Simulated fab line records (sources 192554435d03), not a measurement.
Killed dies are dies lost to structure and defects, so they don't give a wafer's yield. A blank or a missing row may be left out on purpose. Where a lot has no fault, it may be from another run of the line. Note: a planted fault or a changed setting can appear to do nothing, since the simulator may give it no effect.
Split-lot study ; flow n5-finfet ; 7 lots, 21 wafers read, on a route of 1938 steps

ON THE SPLIT
At N5_MIM_TOP_LITHO_EXPOSE_05 (exposes mask MIM TOP, target cd 2000 nm), the setting dose-mj was moved away from the recipe's 20.5 on 6 of the 21 wafers read, by -5.7% to +3.8%. All remaining wafers had this setting at the recipe value.

FROM THE SPLIT TO THE READING: what the file shows between them, 3 steps
- N5_MIM_TOP_LITHO_PEB_06
- N5_MIM_TOP_LITHO_DEVELOP_07: develop time 60 s
- N5_MIM_TOP_LITHO_HARDBAKE_09: time 120 s

THE READING
At N5_MIM_TOP_LITHO_CD_MEAS_08: cd-nm in nanometres, against a target cd of 2000 nm. Typical for fault-free wafers on this fab line: 2000.4 nm, with standard deviation 2.5 nm.

wafer;tool, chamber at the split;dose-mj as run;against the recipe;cd-nm, nm;against lot-mates on the recipe
L077.4;krf-scanner-01, 0;21.27;+3.8%;1994.7;-3.6
L077.5;krf-scanner-01, 0;20.5;recipe;1998.3;-
L077.6;krf-scanner-01, 0;21.27;+3.8%;1993.0;-5.3
L078.1;krf-scanner-02, 0;20.5;recipe;1999.8;-
L078.4;krf-scanner-02, 0;20.5;recipe;1994.9;-
L078.5;krf-scanner-02, 0;20.5;recipe;1997.2;-
L080.2;krf-scanner-02, 0;20.5;recipe;1999.9;-
L080.3;krf-scanner-02, 0;20.5;recipe;2001.9;-
L080.5;krf-scanner-02, 0;20.5;recipe;2001.9;-
L084.2;krf-scanner-02, 0;20.5;recipe;2004.5;-
L084.4;krf-scanner-02, 0;20.5;recipe;1999.4;-
L084.6;krf-scanner-02, 0;20.5;recipe;2000.5;-
L088.1;krf-scanner-01, 0;20.5;recipe;2002.2;-
L088.2;krf-scanner-01, 0;20.5;recipe;1999.8;-
L088.6;krf-scanner-01, 0;19.33;-5.7%;2013.6;+12.6
L087.1;krf-scanner-02, 0;21.28;+3.8%;1995.9;-6.4
L087.2;krf-scanner-02, 0;20.5;recipe;2002.3;-
L087.3;krf-scanner-02, 0;21.28;+3.8%;1991.8;-10.5
L094.2;krf-scanner-02, 0;20.5;recipe;2001.1;-
L094.3;krf-scanner-02, 0;20.5;recipe;1999.7;-
L094.5;krf-scanner-02, 0;19.7;-3.9%;2006.6;+6.2

FIT RESULTS
A straight line over all 21 wafers: cd-nm changes by -1.89 nm for each +1% of dose-mj; r = -0.89; the points scatter about the line by 2.2 nm.
The same after taking each lot's own level away (the mean of its wafers on the recipe; 21 wafers): -1.85 nm for each +1%; r = -0.92; scatter 1.8 nm.
Per that fit: largest dose-mj move, reading shift of 11 nm.
The span of the lots' own levels, 1997.30 to 2002.30 nm, comes to 2.0 times the standard deviation stated above.
So the lot-to-lot level changes the slope little: the two slopes agree.
Check: for one of the wafers moved furthest among these (-5.7%), held out of the fit, the line's prediction against its lot-mates is +9.54 nm. Against them it came out at +12.6 nm.

OTHER SPLITS APPLIED TO THESE WAFERS
Other splits were also applied to these wafers ahead of the reading. Each is held against what the fit with the lots' levels taken away leaves over:
other split on the same wafers;wafers away from the commonest value;r with cd-nm (lot level and that fit taken away)
N5_BEOL_M11_EXPOSE_08 dose-mj;8;+0.33
N5_BEOL_M13_ETCH_68 time-s;7;+0.09
N5_BEOL_M13_SPUTTER_44 time-s;10;-0.11
N5_BEOL_M14_TRENCH_ETCH_34 bias-w;7;+0.19
N5_BEOL_M15_ETCH_61 time-s;8;+0.00
N5_BEOL_M15_SPUTTER_43 time-s;9;+0.06
N5_MIM_TOP_SPUTTER_03 time-s;7;-0.01

THE FILE'S OWN FIT
cd-nm changes by -1.89 nm for each +1% of dose-mj, r = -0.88.
